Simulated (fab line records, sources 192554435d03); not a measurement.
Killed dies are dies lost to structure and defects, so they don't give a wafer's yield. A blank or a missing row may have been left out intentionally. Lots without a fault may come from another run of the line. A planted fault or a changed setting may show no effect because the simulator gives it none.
Which of the tools did it? | flow n5_finfet | 10 lots, 30 wafers sampled, at 5 steps of a route of 1938

## WHAT THE GAUGES READ, wafer by wafer
N5_BEOL_M14_INSPECT_55: inspects for defects (darkfield). Usual: raw_defect_count at 75, with a standard deviation of 26.
lot  | measured     | on                | raw_defect_count | flag
L947 | day 12 13:52 | defect_inspect-01 | 73 114 64        |
L951 | day 13 01:50 | defect_inspect-02 | 55 56 59         |
L950 | day 13 10:04 | defect_inspect-02 | 67 66 91         |
L952 | day 13 19:22 | defect_inspect-02 | 51 90 90         |
L958 | day 15 22:28 | defect_inspect-01 | 69 70 56         |
L961 | day 15 22:50 | defect_inspect-02 | 581 57 590       | OFF
L963 | day 16 15:43 | defect_inspect-02 | 80 91 155        |
L962 | day 16 17:04 | defect_inspect-02 | 597 79 86        | OFF
L965 | day 17 12:48 | defect_inspect-02 | 79 77 97         |
L966 | day 18 01:47 | defect_inspect-01 | 71 74 52         |

N5_BEOL_M15_CD_MEAS_10: the cd target is 360 nm. Usual: cd_nm at 360.4 nm, with a standard deviation of 1.2.
lot  | measured     | on        | cd_nm (nm)        | flag
L947 | day 12 14:27 | cd_sem-02 | 360.4 359.6 360.7 |
L951 | day 13 02:33 | cd_sem-03 | 360.8 361.3 361.2 |
L950 | day 13 10:46 | cd_sem-03 | 359.6 361.3 360.0 |
L952 | day 13 20:06 | cd_sem-01 | 359.6 360.6 358.8 |
L958 | day 15 23:17 | cd_sem-02 | 358.8 359.5 360.1 |
L961 | day 15 23:33 | cd_sem-02 | 359.0 358.6 360.3 |
L963 | day 16 16:26 | cd_sem-02 | 360.4 360.3 362.2 |
L962 | day 16 17:39 | cd_sem-03 | 361.2 361.7 362.7 |
L965 | day 17 13:23 | cd_sem-02 | 360.0 360.9 359.0 |
L966 | day 18 02:30 | cd_sem-03 | 358.8 360.2 359.4 |

## WHAT TOOL EACH LOT RAN ON (gives the tool, then ch and the chambers of the sampled wafers, and finally the start)
lot  | N5_BEOL_M14_STRIP_37               | N5_BEOL_M14_DEP_53              | N5_BEOL_M15_ILD_DEP_00
L947 | rie_diel-06 ch 0,1, day 12 12:04   | pecvd-02 ch 0,1,2, day 12 13:47 | pecvd-03 ch 0,1,2, day 12 14:01
L951 | rie_diel-03 ch 0,3, day 12 23:58   | pecvd-01 ch 0,1,2, day 13 01:44 | pecvd-03 ch 1,2, day 13 01:52
L950 | rie_diel-04 ch 1,2, day 13 08:22   | pecvd-04 ch 1,2, day 13 09:58   | pecvd-03 ch 0,1, day 13 10:06
L952 | rie_diel-04 ch 2,3, day 13 17:34   | pecvd-01 ch 0,1,2, day 13 19:16 | pecvd-03 ch 1,2, day 13 19:23
L958 | rie_diel-06 ch 1,2,3, day 15 20:41 | pecvd-01 ch 1,2, day 15 22:21   | pecvd-02 ch 0,2, day 15 22:30
L961 | rie_diel-03 ch 0,1,2, day 15 20:43 | pecvd-01 ch 1,2, day 15 22:43   | pecvd-04 ch 0,1,2, day 15 22:52
L963 | rie_diel-04 ch 0,3, day 16 13:16   | pecvd-04 ch 0,1, day 16 15:38   | pecvd-02 ch 0,1, day 16 15:46
L962 | rie_diel-06 ch 2,3, day 16 15:14   | pecvd-01 ch 0,1,2, day 16 16:58 | pecvd-03 ch 1,2, day 16 17:05
L965 | rie_diel-03 ch 0,1,2, day 17 10:58 | pecvd-04 ch 1,2, day 17 12:42   | pecvd-04 ch 0,1, day 17 12:50
L966 | rie_diel-06 ch 1,2,3, day 17 23:48 | pecvd-04 ch 0,1, day 18 01:41   | pecvd-04 ch 0,1,2, day 18 01:49
- N5_BEOL_M14_STRIP_37: strips in O2.
- N5_BEOL_M14_DEP_53: deposits SiCN from 3MS/NH3, target thk 50 nm, time 17.8 s.
- N5_BEOL_M15_ILD_DEP_00: deposits SiO2 from TEOS/O2, target thk 1629.3 nm, time 346.1 s.

## AS READ BY THE TOOLS THEMSELVES (means over the sampled wafers that have a number; for cases with no such wafer, the mark the record gives instead)
N5_BEOL_M14_STRIP_37. Usual: drypump_motor_current_A 5.6 A, standard deviation 0.41; oes_product_au 0.81 a.u., standard deviation 0.077; rf_vpp_V 3.6 V, standard deviation 0.95; showerhead_plenum_p_Torr 2.10 Torr, standard deviation 0.068; throttle_valve_pct 16.64 %, standard deviation 0.29.
lot  | tool        | drypump_motor_current_A (A) | oes_product_au (a.u.) | rf_vpp_V (V) | showerhead_plenum_p_Torr (Torr) | throttle_valve_pct (%) | flag
L947 | rie_diel-06 | 5.4                         | 0.71                  | 2.9          | 2.05                            | 16.76                  |
L951 | rie_diel-03 | 5.3                         | 0.84                  | 3.2          | 2.07                            | 16.81                  |
L950 | rie_diel-04 | 5.7                         | 0.84                  | 4.6          | 2.12                            | 16.41                  |
L952 | rie_diel-04 | 5.6                         | 0.81                  | 2.9          | 2.11                            | 16.24                  |
L958 | rie_diel-06 | 5.6                         | 0.80                  | 3.2          | 2.04                            | 16.79                  |
L961 | rie_diel-03 | 5.4                         | 0.82                  | 4.6          | 2.10                            | 16.56                  |
L963 | rie_diel-04 | 5.5                         | 0.78                  | 4.4          | 2.14                            | 16.53                  |
L962 | rie_diel-06 | 5.5                         | 0.80                  | 3.7          | 2.04                            | 16.76                  |
L965 | rie_diel-03 | 5.4                         | 0.80                  | 3.2          | 2.09                            | 16.55                  |
L966 | rie_diel-06 | 5.6                         | 0.77                  | 4.0          | 2.04                            | 16.86                  |

N5_BEOL_M14_DEP_53. Usual: showerhead_plenum_p_Torr 4.146 Torr, standard deviation 0.019; throttle_valve_pct 17.8 %, standard deviation 0.74.
lot  | tool     | showerhead_plenum_p_Torr (Torr) | throttle_valve_pct (%) | flag
L947 | pecvd-02 | 4.160                           | 18.2                   |
L951 | pecvd-01 | 4.143                           | 17.6                   |
L950 | pecvd-04 | 4.129                           | 17.7                   |
L952 | pecvd-01 | 4.143                           | 17.8                   |
L958 | pecvd-01 | 4.133                           | 17.4                   |
L961 | pecvd-01 | 4.160                           | 16.9                   |
L963 | pecvd-04 | 4.154                           | 17.8                   |
L962 | pecvd-01 | 4.143                           | 17.7                   |
L965 | pecvd-04 | 4.139                           | 17.7                   |
L966 | pecvd-04 | 4.161                           | 18.1                   |

N5_BEOL_M15_ILD_DEP_00. Usual: heater_power_outer_w 309 W, standard deviation 81; heater_power_w 571 W, standard deviation 110; showerhead_plenum_p_Torr 8.324 Torr, standard deviation 0.028; throttle_valve_pct 18.8 %, standard deviation 1.3.
lot  | tool     | heater_power_outer_w (W) | heater_power_w (W) | showerhead_plenum_p_Torr (Torr) | throttle_valve_pct (%) | flag
L947 | pecvd-03 | 254                      | 491                | 8.298                           | 19.1                   |
L951 | pecvd-03 | 286                      | 515                | 8.312                           | 18.9                   |
L950 | pecvd-03 | 316                      | 552                | 8.311                           | 20.4                   |
L952 | pecvd-03 | 248                      | 465                | 8.304                           | 17.6                   |
L958 | pecvd-02 | 332                      | 610                | 8.342                           | 18.7                   |
L961 | pecvd-04 | 367                      | 661                | 8.335                           | 18.5                   |
L963 | pecvd-02 | 320                      | 572                | 8.341                           | 18.7                   |
L962 | pecvd-03 | 209                      | 426                | 8.290                           | 17.7                   |
L965 | pecvd-04 | 326                      | 632                | 8.337                           | 18.5                   |
L966 | pecvd-04 | 358                      | 658                | 8.331                           | 18.4                   |

## THE ANSWER, worked out from the rows above alone
Rule: lot off if the mean of its wafers having a number is beyond 3 standard deviations from the usual mean. Also off: a lot with no number at a reading for which 4 or more lots have one. The other lots that the step has rows for count as sound. After the gauges, taken in route order, come the tools' own readings; for these a lot's mean is taken, as printed above. The first step at which some lot is off is used, and at that step the reading that is off furthest; a lot without a number counts as furthest.
Off, at N5_BEOL_M14_INSPECT_55 on raw_defect_count: L961, L962.
A tool fits if, at a process step before that reading, it ran every lot that is off, and no sound lot after the first of them. The gauges at N5_BEOL_M14_INSPECT_55 are tried like those tools. One candidate fits, namely pecvd-01 at N5_BEOL_M14_DEP_53. A fault onset in the window from L958 (day 15 22:21, its last sound lot) to L961 (day 15 22:43, its first lot off) fits.

## WHAT THE SIMULATOR PUT IN
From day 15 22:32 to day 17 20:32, pecvd-01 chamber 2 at N5_BEOL_M14_DEP_53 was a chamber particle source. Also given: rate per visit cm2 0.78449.
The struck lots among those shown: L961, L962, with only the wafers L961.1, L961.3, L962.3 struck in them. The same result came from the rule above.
